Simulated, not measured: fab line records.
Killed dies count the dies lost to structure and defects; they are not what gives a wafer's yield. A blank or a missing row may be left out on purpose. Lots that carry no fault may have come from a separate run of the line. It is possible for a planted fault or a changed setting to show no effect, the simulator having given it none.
Matching of chambers -- flow n5_finfet -- N5_BEOL_M8_ETCH_72 on rie_diel-02 has 4 sister chambers
The step etches underlayer in N2/H2, target depth 6.5 nm, time 5.2 s. 4 wafers are shown with their chamber, then 9 later ones without.

== WAFERS PAIRED WITH THEIR CHAMBERS ==
wafer,chamber,drypump_motor_current_A (A)
L078.1,3,4.7
L083.5,2,5.8
L086.3,0,5.8
L086.4,1,5.6

== WAFERS WITHOUT THEIR CHAMBER ==
wafer,drypump_motor_current_A (A)
L090.1,5.6
L090.2,5.8
L090.3,4.8
L090.4,5.6
L090.5,5.8
L090.6,4.7
L093.1,5.9
L093.3,4.7
L093.5,5.9

== CHAMBER TAKEN BY EACH ==
wafer,from the rows above,in truth
L090.1,1,1
L090.2,can't be placed: 0 or 2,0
L090.3,3,3
L090.4,1,1
L090.5,can't be placed: 0 or 2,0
L090.6,3,3
L093.1,can't be placed: 0 or 2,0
L093.3,3,3
L093.5,can't be placed: 0 or 2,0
Placed correctly: 5 of 9. From these rows, 4 cannot be placed; in 4 the true chamber is one of the candidates. 0 placed wrongly.
How it was worked out, from the rows above alone: a wafer's distance from a chamber is the root of the sum, over the readings, of the square of ((its reading less the chamber's mean) divided by the reading's scatter). The wafer belongs to the nearest chamber; if the next one is less than 2 further off, it can't be placed. The mean given for a chamber averages the wafers shown for that chamber. The scatter (one wafer shown for each chamber): square how far every hidden wafer sits from the nearest shown wafer, average those squares and take the square root.
